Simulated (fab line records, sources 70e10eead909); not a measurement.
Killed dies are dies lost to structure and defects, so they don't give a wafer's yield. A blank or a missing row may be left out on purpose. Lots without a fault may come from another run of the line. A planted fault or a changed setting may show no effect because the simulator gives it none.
fab line records | flow nand_harc
record lots=13 wafers=39 last_day=33
route steps=1302 shown A_BONDPAD@1216 HYBRID_BOND@1237 END@1302
lots that met no fault: from a run of the same line without faults
start_h: hours from the record's first day to the start of the lot's first wafer shown | wait_h: hours since the lot's step before | " the same as in the row above | L1.1+2: a row that stands for several wafers | - no value, or no start given | * or withheld: withheld | < > ~ a bound
route shown NAME@n: a module of which the file shows steps, and the number in the route of the first | usual: mean/standard deviation of fault-free wafers | same: alike in all rows | chamber/n: place in a boat | sites: the reading at each site | _std_site: their standard deviation | _edge_site: outer sites' mean less inner sites' | radius_mm: how far each site lies from the wafer's centre | mask NAME#n: copy n | behind: the tool/chamber that last shaped the wafer | hold: why the lot was held/for how many hours/how that ended | device: the transistor (n, p or np) that didn't switch | end of line: the same wafers' tests at the end of the route | a step without rows: its recipe alone | killed: dies lost to structure and defects at the first sort, not the wafer's yield | map: a wafer's dies, x killed, . not, _ none there
set.NAME: the setting as run; set.NAME@STEP: as run at that earlier step | model.NAME: the simulator's own value behind a step, which no gauge read
steps of the route over a sample of lots; a table a step, a row a wafer
services: from which hour (start_h, from the record's first day; less than 0 if before it) a tool's chamber was out of use, for how many hours, and why
## steps
# step NHARC_A_BONDPAD_OVL_MEAS_35
# usual overlay_x_nm=0/5.3 overlay_y_nm=0/4.9
# columns lot.wafer tool chamber start_h wait_h overlay_x_nm overlay_y_nm
L854.2 overlay-01 - 592.90 - 2 7
L854.4 " - " " 2 7
L854.5 " - " " 2 7
L855.2 overlay-02 - 598.19 - 3 -1
L855.4 " - " " 3 -2
L855.5 " - " " 3 -1
L856.3 overlay-02 - 602.24 - -5 4
L856.4 " - " " -4 3
L856.6 " - " " -4 4
L857.4 overlay-01 - 608.64 - 8 1
L857.5 " - " " 7 1
L857.6 " - " " 7 1
L858.1 overlay-02 - 617.75 - -3 -3
L858.4 " - " " -4 -3
L858.5 " - " " -3 -3
L860.2 overlay-01 - 631.44 - 0 1
L860.3 " - " " 0 1
L860.4 " - " " 0 1
L859.1 overlay-02 - 636.09 - 2 -11
L859.2 " - " " 3 -11
L859.6 " - " " 2 -11
L862.1 overlay-01 - 643.59 - 1 0
L862.2 " - " " 1 0
L862.5 " - " " 1 -1
L863.1 overlay-02 - 662.98 - 8 -9
L863.2 " - " " 9 -10
L863.3 " - " " 8 -9
L865.1 overlay-02 - 684.95 - -3 2
L865.2 " - " " -3 3
L865.3 " - " " -4 2
L871.1 overlay-01 - 738.43 - 4 6
L871.3 " - " " 3 6
L871.4 " - " " 3 6
L873.1 overlay-02 - 749.05 - -5 4
L873.5 " - " " -6 4
L873.6 " - " " -6 5
L872.1 overlay-02 - 750.89 - -2 0
L872.2 " - " " -2 0
L872.3 " - " " -2 -1
# step NHARC_A_BONDPAD_PVD_27
# recipe target_thk_a=300 chamber_pressure_pa=5 power_w=5000 substrate_temp_c=30 time_s=20.49 material=Cu
# usual cathode_dc_power_W=4999.9/0.92 chamber_pressure_pa=5.000/0.0098 throttle_valve_pct=30.3/1.3
# columns lot.wafer tool chamber start_h wait_h cathode_dc_power_W chamber_pressure_pa throttle_valve_pct
L854.4 pvd_sputter-02 - 594.26 - 4999.7 5.017 30.0
L854.2 " - " " 5001.1 5.005 31.3
L854.5 " - " " 5001.1 5.011 28.5
L855.4 pvd_sputter-02 - 599.59 - 5000.0 5.002 30.4
L855.2 " - " " 4999.7 5.008 31.2
L855.5 " - " " 5000.8 5.004 28.9
L856.3 pvd_sputter-03 - 603.59 - 5000.4 4.995 30.1
L856.4 " - " " 5000.5 5.000 27.9
L856.6 " - " " 4998.2 4.987 31.3
L857.4 pvd_sputter-01 - 610.03 - 5001.3 5.008 30.3
L857.5 " - " " 4999.8 4.997 30.9
L857.6 " - " " 4998.8 5.011 32.3
L858.4 pvd_sputter-02 - 619.06 - 4999.1 4.985 30.2
L858.1 " - " " 4999.1 5.009 30.9
L858.5 " - " " 4999.8 4.990 28.3
L860.4 pvd_sputter-02 - 632.73 - 5000.1 4.981 30.5
L860.2 " - " " 5000.7 5.012 28.5
L860.3 " - " " 4999.2 5.000 28.8
L859.2 pvd_sputter-03 - 637.39 - 5001.2 4.992 31.1
L859.1 " - " " 4999.6 4.996 28.0
L859.6 " - " " 4999.9 5.004 29.6
L862.2 pvd_sputter-03 - 644.88 - 4999.8 4.987 31.3
L862.1 " - " " 4998.9 4.979 28.1
L862.5 " - " " 4999.7 5.006 30.0
L863.2 pvd_sputter-02 - 664.27 - 5000.2 5.002 30.3
L863.3 " - " " 5001.3 5.005 30.5
L863.1 " - " " 4998.5 5.001 29.1
L865.2 pvd_sputter-03 - 686.24 - 4999.6 4.976 29.8
L865.1 " - " " 4999.2 4.995 30.0
L865.3 " - " " 4999.5 4.997 27.8
L871.4 pvd_sputter-03 - 739.75 - - - -
L871.1 " - " " - - -
L871.3 " - " " - - -
L873.1 pvd_sputter-02 - 750.38 - 4998.7 4.997 30.2
L873.5 " - " " 5000.0 4.985 29.1
L873.6 " - " " 4999.5 5.006 30.7
L872.2 pvd_sputter-02 - 752.19 - - - -
L872.1 " - " " - - -
L872.3 " - " " - - -
# step NHARC_A_BONDPAD_INSPECT_23
# usual raw_defect_count=562/120
# columns lot.wafer tool chamber start_h wait_h raw_defect_count
L854.2 defect_inspect-01 - 595.64 0.0 383
L854.4 " - " " 310
L854.5 " - " " 387
L855.2 defect_inspect-01 - 600.96 0.0 504
L855.4 " - " " 529
L855.5 " - " " 458
L856.3 defect_inspect-01 - 605.12 0.0 398
L856.4 " - " " 554
L856.6 " - " " 502
L857.4 defect_inspect-01 - 611.38 0.0 530
L857.5 " - " " 566
L857.6 " - " " 546
L858.1 defect_inspect-02 - 620.45 0.0 628
L858.4 " - " " 696
L858.5 " - " " 573
L860.2 defect_inspect-02 - 634.15 0.0 534
L860.3 " - " " 570
L860.4 " - " " 432
L859.1 defect_inspect-01 - 638.78 0.0 442
L859.2 " - " " 418
L859.6 " - " " 367
L862.1 defect_inspect-01 - 646.26 0.0 474
L862.2 " - " " 535
L862.5 " - " " 528
L863.1 defect_inspect-02 - 665.65 0.0 542
L863.2 " - " " 773
L863.3 " - " " 545
L865.1 defect_inspect-01 - 687.62 0.0 648
L865.2 " - " " 460
L865.3 " - " " 628
L871.1 defect_inspect-01 - 741.16 0.0 534
L871.3 " - " " 568
L871.4 " - " " 642
L873.1 defect_inspect-01 - 751.95 0.0 602
L873.5 " - " " 703
L873.6 " - " " 468
L872.1 defect_inspect-01 - 753.57 0.0 490
L872.2 " - " " 560
L872.3 " - " " 564
# step NHARC_HYBRID_BOND_ACTIVATE_00
# recipe time_s=60 n2_flow_sccm=200 ar_flow_sccm=0 bias_power_w=0 chemistry=N2
# usual drypump_motor_current_A=5.9/0.49 oes_product_au=1.001/0.014 rf_vpp_V=64.3/0.83 showerhead_plenum_p_Torr=1.78/0.042
# columns lot.wafer tool chamber start_h wait_h drypump_motor_current_A oes_product_au rf_hours_counter_h rf_vpp_V showerhead_plenum_p_Torr
L854.2 rie_diel-12 2 595.71 0.1 5.9 1.008 54 64.7 1.71
L854.4 " 3 " " 5.4 1.007 56 63.9 1.72
L854.5 " 2 " " 5.8 1.010 - 65.2 1.71
L855.2 rie_diel-07 0 601.04 0.1 5.6 1.023 12 63.9 1.81
L855.4 " 1 " " 5.4 1.003 10 63.5 1.78
L855.5 " 3 " " 5.9 0.969 - 65.6 1.79
L856.3 rie_diel-07 2 605.21 0.1 6.6 1.002 11 64.2 1.78
L856.4 " 0 " " 5.6 1.016 - 64.2 1.81
L856.6 " 1 " " 5.4 1.000 - 63.2 1.78
L857.4 rie_diel-07 2 611.44 0.1 6.6 0.996 11 64.1 1.78
L857.5 " 2 " " 6.6 1.003 - 64.0 1.78
L857.6 " 3 " " 5.9 0.981 - 62.9 1.79
L858.4 rie_diel-12 0 620.53 0.1 6.7 1.004 60 61.9 1.63
L858.1 " 1 " " 6.1 1.003 44 62.7 1.70
L858.5 " 3 " " 5.4 1.014 - 63.2 1.71
L860.4 rie_diel-07 0 634.21 0.1 5.5 1.019 15 63.1 1.81
L860.2 " 1 " " 5.4 1.009 13 64.5 1.78
L860.3 " 3 " " 5.9 0.994 13 64.4 1.79
L859.2 rie_diel-07 1 638.84 0.1 5.4 1.000 13 65.2 1.78
L859.1 " 2 " " 6.6 0.992 14 63.8 1.78
L859.6 " 1 " " 5.4 1.003 - 64.7 1.78
L862.1 rie_diel-09 3 646.32 0.1 6.6 1.033 48 64.6 1.81
L862.2 " 2 " " 5.5 1.004 49 64.3 1.77
L862.5 " 3 " " 6.6 1.012 - 64.4 1.81
L863.1 rie_diel-07 2 665.72 0.1 6.6 0.996 1 63.9 1.78
L863.3 " 0 " " 5.5 0.999 1 64.2 1.81
L863.2 " 1 " " 5.4 0.990 1 63.8 1.78
L865.1 rie_diel-07 2 687.68 0.1 6.6 0.997 3 62.8 1.78
L865.3 " 0 " " 5.5 1.012 3 64.6 1.81
L865.2 " 1 " " 5.4 0.987 3 63.9 1.78
L873.1 rie_diel-07 3 752.01 0.1 5.9 0.993 8 64.5 1.78
L873.6 " 3 " " 5.9 0.995 - 64.5 1.78
L873.5 " 0 " " 5.6 1.025 - 65.6 1.81
# step NHARC_END_SORT_01
# recipe temp_c=25
# usual defect_limited_yield=91/3.1 killed_at_array=59/21 killed_at_other=1.0/1.1 killed_at_periphery=4.0/2.6 killed_dies=64/21 killed_open=3.2/1.7 killed_short=2.5/1.5
# same gross_dies=677
# columns lot.wafer tool chamber start_h wait_h defect_limited_yield[%] killed_at_array killed_at_other killed_at_periphery killed_dies killed_open killed_short
L854.2 prober-02 0 624.03 2.8 95 22 0 9 31 4 3
L854.4 prober-02 0 625.62 3.4 96 21 0 5 26 4 3
L854.5 prober-02 0 626.41 3.7 95 36 0 1 37 1 5
L855.2 prober-01 0 630.15 2.8 92 55 0 1 56 5 2
L855.4 prober-01 0 631.74 3.4 92 53 1 2 56 4 0
L855.5 prober-01 0 632.53 3.7 92 51 0 4 55 1 3
L856.3 prober-01 0 638.70 3.1 91 58 0 3 61 5 1
L856.4 prober-01 0 639.51 3.4 91 62 0 2 64 2 2
L856.6 prober-01 0 641.11 4.0 92 50 0 6 56 3 3
L857.4 prober-02 0 642.45 3.4 88 80 0 3 83 3 2
L857.5 prober-02 0 643.23 3.7 90 68 1 1 70 3 2
L857.6 prober-02 0 644.02 3.9 90 65 0 1 66 1 0
L858.1 prober-01 0 653.20 2.5 89 66 2 4 72 2 2
L858.4 prober-01 0 655.60 3.4 91 51 5 3 59 4 3
L858.5 prober-01 0 656.40 3.7 90 60 3 3 66 3 2
L859.1 prober-02 0 663.34 2.5 91 51 2 8 61 5 1
L859.2 prober-02 0 664.15 2.8 92 48 1 4 53 0 4
L859.6 prober-02 0 667.38 4.0 91 47 1 13 61 5 1
L860.2 prober-01 0 664.15 2.8 87 86 0 3 89 3 4
L860.3 prober-01 0 664.95 3.1 85 98 1 1 100 0 6
L860.4 prober-01 0 665.75 3.4 86 93 0 1 94 0 4
L862.1 prober-02 0 673.42 2.5 88 80 1 3 84 3 3
L862.2 prober-02 0 674.22 2.8 88 75 2 2 79 1 2
L862.5 prober-02 0 676.64 3.7 87 85 1 3 89 2 1
L863.1 prober-01 0 694.75 2.5 87 79 0 9 88 1 4
L863.2 prober-01 0 695.56 2.8 84 99 2 7 108 1 2
L863.3 prober-01 0 696.37 3.1 86 87 2 3 92 2 2
L865.1 prober-02 0 713.55 2.5 90 68 0 2 70 2 3
L865.2 prober-02 0 714.36 2.8 89 71 3 3 77 4 4
L865.3 prober-02 0 715.17 3.1 89 66 5 6 77 4 3
L871.1 prober-01 0 774.19 2.5 0 668 1 8 677 3 5
L871.3 prober-01 0 775.78 3.1 0 673 0 4 677 3 2
L871.4 prober-01 0 776.58 3.4 0 671 1 5 677 6 1
L872.1 prober-02 0 782.00 2.5 0 669 0 8 677 3 6
L872.2 prober-02 0 782.81 2.8 0 673 0 4 677 3 1
L872.3 prober-02 0 783.62 3.1 0 667 0 10 677 5 1
L873.1 prober-01 0 782.04 2.6 92 47 1 4 52 3 3
L873.5 prober-01 0 785.20 3.7 91 56 1 3 60 1 3
L873.6 prober-01 0 786.00 4.0 92 50 0 1 51 3 1
# killed by level:class
L854.2 A_CHANNEL_HOLE_D2:chamber_film_flake=11 P_GATE:chamber_film_flake=4 A_WL_FILL:geometric_particle:short=2 P_ZERO_WELL:chamber_film_flake=2 A_CONTACT:chamber_film_flake=2 P_CONTACT:geometric_particle:open=1 P_M0:geometric_particle:short=1 P_M0:geometric_particle:open=1
L854.4 A_CHANNEL_HOLE_D2:chamber_film_flake=8 A_CONTACT:chamber_film_flake=5 P_M0:geometric_particle:open=2 A_CONTACT:geometric_particle:open=2 A_ONON_D2:geometric_particle:short=1 A_CHANNEL_HOLE_D2:geometric_particle:short=1 A_WL_FILL:geometric_particle:short=1 P_ZERO_WELL:chamber_film_flake=1
L854.5 A_CHANNEL_HOLE_D2:chamber_film_flake=8 A_CONTACT:chamber_film_flake=7 A_CHANNEL_HOLE_D1:chamber_film_flake=5 A_ZERO_WELL:chamber_film_flake=3 A_WL_FILL:chamber_film_flake=3 A_STAIRCASE:chamber_film_flake=2 A_SLIT:chamber_film_flake=2 A_DECK1_JOINT:geometric_particle:short=1
L855.2 A_SLIT:chamber_film_flake=23 A_CHANNEL_HOLE_D2:chamber_film_flake=12 A_CONTACT:chamber_film_flake=7 A_STAIRCASE:chamber_film_flake=3 A_ONON_D1:geometric_particle:open=2 A_CHANNEL_HOLE_D1:chamber_film_flake=2 A_CHANNEL_HOLE_D1:geometric_particle:short=1 A_DECK1_JOINT:geometric_particle:short=1
L855.4 A_SLIT:chamber_film_flake=25 A_CHANNEL_HOLE_D2:chamber_film_flake=9 A_CONTACT:chamber_film_flake=5 A_M1:chamber_film_flake=4 A_CHANNEL_HOLE_D1:chamber_film_flake=3 A_M1:geometric_particle:open=2 A_STAIRCASE:chamber_film_flake=2 P_M1:geometric_particle:open=1
L855.5 A_SLIT:chamber_film_flake=22 A_CHANNEL_HOLE_D2:chamber_film_flake=8 A_CONTACT:chamber_film_flake=7 A_CHANNEL_HOLE_D1:chamber_film_flake=4 P_GATE:chamber_film_flake=3 A_STAIRCASE:chamber_film_flake=2 A_M1:chamber_film_flake=2 A_ONON_D1:geometric_particle:short=1
L856.3 A_CHANNEL_HOLE_D1:chamber_film_flake=23 A_CHANNEL_HOLE_D2:chamber_film_flake=19 A_STAIRCASE:chamber_film_flake=3 P_ZERO_WELL:chamber_film_flake=2 A_ZERO_WELL:chamber_film_flake=2 A_WL_FILL:chamber_film_flake=2 P_M2:geometric_particle:open=1 A_SOURCE_PLATE:geometric_particle:open=1
L856.4 A_CHANNEL_HOLE_D2:chamber_film_flake=27 A_CHANNEL_HOLE_D1:chamber_film_flake=21 A_WL_FILL:chamber_film_flake=3 A_CHANNEL_FILL_D2:geometric_particle:short=2 P_ZERO_WELL:chamber_film_flake=2 A_STAIRCASE:chamber_film_flake=2 A_ONON_D2:geometric_particle:open=1 A_M0:geometric_particle:open=1
L856.6 A_CHANNEL_HOLE_D2:chamber_film_flake=19 A_CHANNEL_HOLE_D1:chamber_film_flake=18 P_CONTACT:chamber_film_flake=4 A_WL_FILL:chamber_film_flake=3 A_STAIRCASE:chamber_film_flake=2 A_ONON_D1:geometric_particle:short=1 A_CHANNEL_FILL_D1:geometric_particle:short=1 A_DECK1_JOINT:geometric_particle:short=1
L857.4 A_SLIT:chamber_film_flake=33 A_CHANNEL_HOLE_D2:chamber_film_flake=32 A_CHANNEL_HOLE_D1:chamber_film_flake=6 A_WL_FILL:chamber_film_flake=2 P_CONTACT:geometric_particle:open=1 A_ONON_D1:geometric_particle:short=1 A_ONON_D2:geometric_particle:open=1 A_CHANNEL_FILL_D2:geometric_particle:open=1
L857.5 A_CHANNEL_HOLE_D2:chamber_film_flake=30 A_SLIT:chamber_film_flake=28 A_STAIRCASE:chamber_film_flake=4 A_ONON_D1:geometric_particle:open=1 A_CHANNEL_FILL_D1:geometric_particle:open=1 A_ONON_D2:geometric_particle:short=1 A_CHANNEL_FILL_D2:geometric_particle:short=1 STARTING-WAFER:geometric_particle:open=1
L857.6 A_CHANNEL_HOLE_D2:chamber_film_flake=30 A_SLIT:chamber_film_flake=26 A_STAIRCASE:chamber_film_flake=4 A_CHANNEL_HOLE_D1:chamber_film_flake=3 P_M0:geometric_particle:open=1 A_ZERO_WELL:chamber_film_flake=1 A_CONTACT:chamber_film_flake=1
L858.1 A_SLIT:chamber_film_flake=30 A_CHANNEL_HOLE_D2:chamber_film_flake=15 A_CHANNEL_HOLE_D1:chamber_film_flake=7 A_CONTACT:chamber_film_flake=6 THIN_TSV:chamber_film_flake=2 A_WL_FILL:chamber_film_flake=2 P_CONTACT:geometric_particle:open=1 P_M0:geometric_particle:short=1
L858.4 A_SLIT:chamber_film_flake=23 A_CHANNEL_HOLE_D2:chamber_film_flake=12 THIN_TSV:chamber_film_flake=5 A_STAIRCASE:chamber_film_flake=4 A_CONTACT:chamber_film_flake=3 P_ZERO_WELL:chamber_film_flake=2 A_CHANNEL_HOLE_D1:chamber_film_flake=2 P_GATE:geometric_particle:open=1
L858.5 A_SLIT:chamber_film_flake=31 A_CHANNEL_HOLE_D2:chamber_film_flake=13 A_CONTACT:chamber_film_flake=5 A_STAIRCASE:chamber_film_flake=4 THIN_TSV:chamber_film_flake=3 P_GATE:geometric_particle:open=1 P_M0:geometric_particle:open=1 A_ONON_D1:geometric_particle:open=1
L859.1 A_CHANNEL_HOLE_D1:chamber_film_flake=35 A_STAIRCASE:chamber_film_flake=6 P_GATE:chamber_film_flake=5 A_SLIT:chamber_film_flake=4 P_M1:geometric_particle:open=2 THIN_TSV:chamber_film_flake=2 A_ONON_D1:geometric_particle:open=1 A_WL_FILL:geometric_particle:open=1
L860.2 A_CHANNEL_HOLE_D1:chamber_film_flake=34 A_SLIT:chamber_film_flake=30 A_CHANNEL_HOLE_D2:chamber_film_flake=6 A_CONTACT:chamber_film_flake=5 A_WL_FILL:chamber_film_flake=3 A_ONON_D2:geometric_particle:short=2 A_STAIRCASE:chamber_film_flake=2 P_CONTACT:geometric_particle:short=1
L859.2 A_CHANNEL_HOLE_D1:chamber_film_flake=35 A_CONTACT:chamber_film_flake=3 P_GATE:chamber_film_flake=2 A_CHANNEL_FILL_D1:chamber_film_flake=2 A_CHANNEL_FILL_D2:chamber_film_flake=2 P_M0:geometric_particle:short=1 A_ONON_D1:geometric_particle:short=1 A_CHANNEL_FILL_D1:geometric_particle:short=1
L860.3 A_CHANNEL_HOLE_D1:chamber_film_flake=40 A_SLIT:chamber_film_flake=28 A_CHANNEL_HOLE_D2:chamber_film_flake=14 A_CONTACT:chamber_film_flake=6 A_ONON_D2:geometric_particle:short=1 A_CHANNEL_FILL_D2:geometric_particle:short=1 A_STAIRCASE:geometric_particle:short=1 A_WL_FILL:geometric_particle:short=1
L860.4 A_SLIT:chamber_film_flake=36 A_CHANNEL_HOLE_D1:chamber_film_flake=29 A_CHANNEL_HOLE_D2:chamber_film_flake=13 A_CONTACT:chamber_film_flake=6 A_WL_FILL:geometric_particle:short=2 A_CHANNEL_FILL_D1:chamber_film_flake=2 A_ONON_D1:geometric_particle:short=1 A_CHANNEL_FILL_D1:geometric_particle:short=1
L859.6 A_CHANNEL_HOLE_D1:chamber_film_flake=32 P_GATE:chamber_film_flake=8 P_M0:geometric_particle:open=3 A_DECK1_JOINT:chamber_film_flake=2 A_STAIRCASE:chamber_film_flake=2 A_SLIT:chamber_film_flake=2 A_CONTACT:chamber_film_flake=2 A_CHANNEL_HOLE_D1:geometric_particle:open=1
L862.1 A_CHANNEL_HOLE_D1:chamber_film_flake=34 A_SLIT:chamber_film_flake=26 A_CHANNEL_HOLE_D2:chamber_film_flake=14 P_CONTACT:geometric_particle:open=1 A_SOURCE_PLATE:geometric_particle:open=1 A_ONON_D1:geometric_particle:short=1 A_ONON_D2:geometric_particle:open=1 A_CHANNEL_FILL_D2:geometric_particle:short=1
L862.2 A_CHANNEL_HOLE_D1:chamber_film_flake=32 A_SLIT:chamber_film_flake=26 A_CHANNEL_HOLE_D2:chamber_film_flake=13 THIN_TSV:chamber_film_flake=2 A_CONTACT:chamber_film_flake=2 P_GATE:geometric_particle:short=1 A_DECK1_JOINT:geometric_particle:short=1 A_ONON_D2:geometric_particle:open=1
L862.5 A_SLIT:chamber_film_flake=36 A_CHANNEL_HOLE_D1:chamber_film_flake=30 A_CHANNEL_HOLE_D2:chamber_film_flake=15 P_GATE:geometric_particle:open=1 A_CHANNEL_FILL_D1:geometric_particle:open=1 A_CHANNEL_FILL_D2:geometric_particle:short=1 P_ZERO_WELL:chamber_film_flake=1 P_GATE:chamber_film_flake=1
L863.1 A_SLIT:chamber_film_flake=31 A_CHANNEL_HOLE_D1:chamber_film_flake=29 A_SGD_CUT:chamber_film_flake=8 A_CONTACT:chamber_film_flake=4 P_ZERO_WELL:chamber_film_flake=3 P_M2:chamber_film_flake=3 A_STAIRCASE:chamber_film_flake=2 P_STI:geometric_particle:short=1
L863.2 A_CHANNEL_HOLE_D1:chamber_film_flake=41 A_SLIT:chamber_film_flake=40 A_CONTACT:chamber_film_flake=9 A_SGD_CUT:chamber_film_flake=5 P_ZERO_WELL:chamber_film_flake=4 P_M2:chamber_film_flake=2 THIN_TSV:chamber_film_flake=2 P_M0:geometric_particle:short=1
L863.3 A_CHANNEL_HOLE_D1:chamber_film_flake=37 A_SLIT:chamber_film_flake=33 A_SGD_CUT:chamber_film_flake=5 A_DECK1_JOINT:chamber_film_flake=4 A_CONTACT:chamber_film_flake=3 P_BONDPAD:chamber_film_flake=2 A_WL_FILL:chamber_film_flake=2 A_CHANNEL_HOLE_D1:geometric_particle:short=1
L865.1 A_SLIT:chamber_film_flake=30 A_CHANNEL_HOLE_D2:chamber_film_flake=11 A_CHANNEL_HOLE_D1:chamber_film_flake=10 A_STAIRCASE:chamber_film_flake=8 A_BLC:chamber_film_flake=2 P_CONTACT:geometric_particle:open=1 P_M2:geometric_particle:open=1 A_ONON_D1:geometric_particle:short=1
L865.2 A_SLIT:chamber_film_flake=32 A_CHANNEL_HOLE_D2:chamber_film_flake=12 A_STAIRCASE:chamber_film_flake=7 A_CHANNEL_HOLE_D1:chamber_film_flake=6 A_CONTACT:chamber_film_flake=4 A_CHANNEL_FILL_D2:geometric_particle:open=2 P_STI:chamber_film_flake=2 A_CHANNEL_FILL_D1:chamber_film_flake=2
L865.3 A_SLIT:chamber_film_flake=31 A_CHANNEL_HOLE_D2:chamber_film_flake=17 A_CHANNEL_HOLE_D1:chamber_film_flake=5 A_CHANNEL_FILL_D1:chamber_film_flake=5 THIN_TSV:chamber_film_flake=5 P_CONTACT:geometric_particle:open=2 A_STAIRCASE:chamber_film_flake=2 P_GATE:geometric_particle:short=1
L871.1 A_BONDPAD:area_pvd=607 A_CHANNEL_HOLE_D2:chamber_film_flake=21 A_CHANNEL_HOLE_D1:chamber_film_flake=12 A_SLIT:chamber_film_flake=10 A_CONTACT:chamber_film_flake=9 P_GATE:chamber_film_flake=3 A_CHANNEL_FILL_D1:geometric_particle:short=2 P_M0:chamber_film_flake=2
L871.3 A_BONDPAD:area_pvd=614 A_CHANNEL_HOLE_D2:chamber_film_flake=23 A_CHANNEL_HOLE_D1:chamber_film_flake=17 A_SLIT:chamber_film_flake=7 A_CONTACT:chamber_film_flake=4 A_CHANNEL_FILL_D2:geometric_particle:open=2 P_M0:chamber_film_flake=2 A_STAIRCASE:chamber_film_flake=2
L871.4 A_BONDPAD:area_pvd=609 A_CHANNEL_HOLE_D2:chamber_film_flake=25 A_CHANNEL_HOLE_D1:chamber_film_flake=17 A_CONTACT:chamber_film_flake=7 A_SLIT:chamber_film_flake=4 A_STAIRCASE:chamber_film_flake=3 P_CONTACT:geometric_particle:open=2 A_CHANNEL_HOLE_D1:geometric_particle:open=1
L872.1 A_BONDPAD:area_pvd=618 A_SLIT:chamber_film_flake=34 A_STAIRCASE:chamber_film_flake=6 P_M0:chamber_film_flake=3 P_CONTACT:geometric_particle:short=2 A_ONON_D1:geometric_particle:open=2 A_CHANNEL_FILL_D1:geometric_particle:short=2 A_ONON_D2:geometric_particle:short=2
L873.1 A_CHANNEL_HOLE_D2:chamber_film_flake=27 A_SLIT:chamber_film_flake=7 A_CONTACT:chamber_film_flake=7 P_GATE:chamber_film_flake=3 P_GATE:geometric_particle:short=1 A_CHANNEL_FILL_D2:geometric_particle:short=1 A_WL_FILL:geometric_particle:short=1 A_M0:geometric_particle:open=1
L872.2 A_BONDPAD:area_pvd=626 A_SLIT:chamber_film_flake=32 A_STAIRCASE:chamber_film_flake=4 A_CHANNEL_HOLE_D2:chamber_film_flake=3 A_CONTACT:chamber_film_flake=3 A_ZERO_WELL:chamber_film_flake=2 P_CONTACT:geometric_particle:short=1 P_M2:geometric_particle:open=1
L872.3 A_BONDPAD:area_pvd=616 A_SLIT:chamber_film_flake=36 P_GATE:chamber_film_flake=4 A_STAIRCASE:chamber_film_flake=4 P_ZERO_WELL:chamber_film_flake=2 P_STI:chamber_film_flake=2 A_ZERO_WELL:chamber_film_flake=2 A_CONTACT:chamber_film_flake=2
L873.5 A_CHANNEL_HOLE_D2:chamber_film_flake=33 A_SLIT:chamber_film_flake=9 A_CONTACT:chamber_film_flake=7 A_STAIRCASE:chamber_film_flake=4 P_GATE:chamber_film_flake=2 P_M0:geometric_particle:short=1 A_ONON_D1:geometric_particle:short=1 A_CHANNEL_FILL_D2:geometric_particle:short=1
L873.6 A_CHANNEL_HOLE_D2:chamber_film_flake=27 A_SLIT:chamber_film_flake=8 A_DECK1_JOINT:chamber_film_flake=4 A_STAIRCASE:chamber_film_flake=3 A_CONTACT:chamber_film_flake=2 A_DECK1_JOINT:geometric_particle:open=1 A_ONON_D2:geometric_particle:short=1 A_CHANNEL_FILL_D2:geometric_particle:open=1
## services
# columns tool chamber start_h hours kind
rie_diel-07 0 578.43 - clean
rie_diel-07 1 578.43 - clean
rie_diel-07 2 578.43 - clean
rie_diel-07 3 578.43 - clean
pvd_sputter-01 - 582.01 10.0 pm
rie_diel-07 1 582.54 3.6 repair
rie_diel-07 0 602.93 - clean
rie_diel-07 1 602.93 - clean
rie_diel-07 2 602.93 - clean
rie_diel-07 3 602.93 - clean
rie_diel-07 3 603.12 7.9 repair
pvd_sputter-01 - 614.95 0.8 repair
rie_diel-12 0 616.67 2.9 repair
rie_diel-12 - 626.16 9.0 pm
rie_diel-07 0 627.43 - clean
rie_diel-07 1 627.43 - clean
rie_diel-07 2 627.43 - clean
rie_diel-07 3 627.43 - clean
pvd_sputter-02 - 638.04 10.0 pm
rie_diel-07 3 644.79 21.4 repair
rie_diel-07 - 648.26 9.0 pm
rie_diel-09 - 674.19 9.0 pm
rie_diel-09 3 691.61 5.4 repair
pvd_sputter-03 - 704.11 10.0 pm
## key
first_sign step=NHARC_A_BONDPAD_PVD_27 reading=tool_record direction=missing
effect step=NHARC_END_SORT_01 reading=killed_at_array direction=up sigmas=29 usual=59 struck=670
more_kills_born_at NHARC_A_BONDPAD_PVD_27@pvd_sputter-02=1860 NHARC_A_BONDPAD_PVD_27@pvd_sputter-03=1830
met_at NHARC_A_BONDPAD_PVD_27
struck_lots L871,L872
later_rows_left_out L871.1,L871.3,L871.4,L872.1,L872.2,L872.3
not_acting_at NHARC_A_BONDPAD_OVL_MEAS_35,NHARC_A_BONDPAD_INSPECT_23,NHARC_HYBRID_BOND_ACTIVATE_00
onset_between 686.24 739.75
fault kind=skipped_step_whole tool=pvd_sputter-02,pvd_sputter-03 chamber=- onset_h=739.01 steps=NHARC_A_BONDPAD_PVD_27 scope=struck_lots_only
# later_rows_left_out: the simulator's readings of these wafers behind a module that went badly wrong aren't trusted and aren't shown, but for the sort
